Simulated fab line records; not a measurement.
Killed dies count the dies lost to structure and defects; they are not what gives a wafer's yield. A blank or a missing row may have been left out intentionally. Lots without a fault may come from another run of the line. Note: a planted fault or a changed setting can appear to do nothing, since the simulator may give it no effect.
What tool caused it? | flow n5-finfet | 10 lots, 30 wafers sampled, at 1 step of a route of 1938

WHAT THE GAUGES SHOWED, per wafer
N5_BEOL_M1_THK_MEAS_01.
lot  | measured     | on            | M1_ILD_THK (nm)
L893 | day 6 14:45  | film-metro-01 | 78.2 78.5 79.9
L894 | day 6 19:49  | film-metro-01 | 77.3 79.0 78.8
L895 | day 6 22:50  | film-metro-01 | 77.7 77.6 80.1
L896 | day 7 10:59  | film-metro-01 | 78.3 77.6 78.0
L897 | day 7 11:30  | film-metro-02 | 78.2 79.7 79.9
L898 | day 7 20:23  | film-metro-02 | 76.6 78.5 77.7
L901 | day 8 17:28  | film-metro-02 | 78.1 79.8 78.4
L905 | day 9 11:47  | film-metro-02 | 77.5 78.1 79.0
L908 | day 10 06:19 | film-metro-02 | 79.0 79.1 79.8
L909 | day 10 11:46 | film-metro-02 | 78.4 78.0 79.2

EACH LOT AND THE TOOL THAT RAN IT (in order: tool; ch and the chambers of the sampled wafers; start)
No process step before these readings appears in the record.

THE ANSWER, worked out from the rows above alone
Rule: what is usual is taken from the lots themselves. Put in order of their means at a reading, lots are off if they are a third of the lots or fewer, leave a main group of 4 or more, and stand apart from it by a gap of 3 or more times the standard deviation of the main group's means; of several such gaps the widest counts. A main group is skipped when, at the precision printed for the reading in the tables above, its means are all equal. Also off: a lot with no number at a reading for which 4 or more lots have one. The other lots that the step has rows for count as sound.
Across all readings shown, no lot is off: no conclusion can be drawn from this.

WHAT WAS PUT IN BY THE SIMULATOR
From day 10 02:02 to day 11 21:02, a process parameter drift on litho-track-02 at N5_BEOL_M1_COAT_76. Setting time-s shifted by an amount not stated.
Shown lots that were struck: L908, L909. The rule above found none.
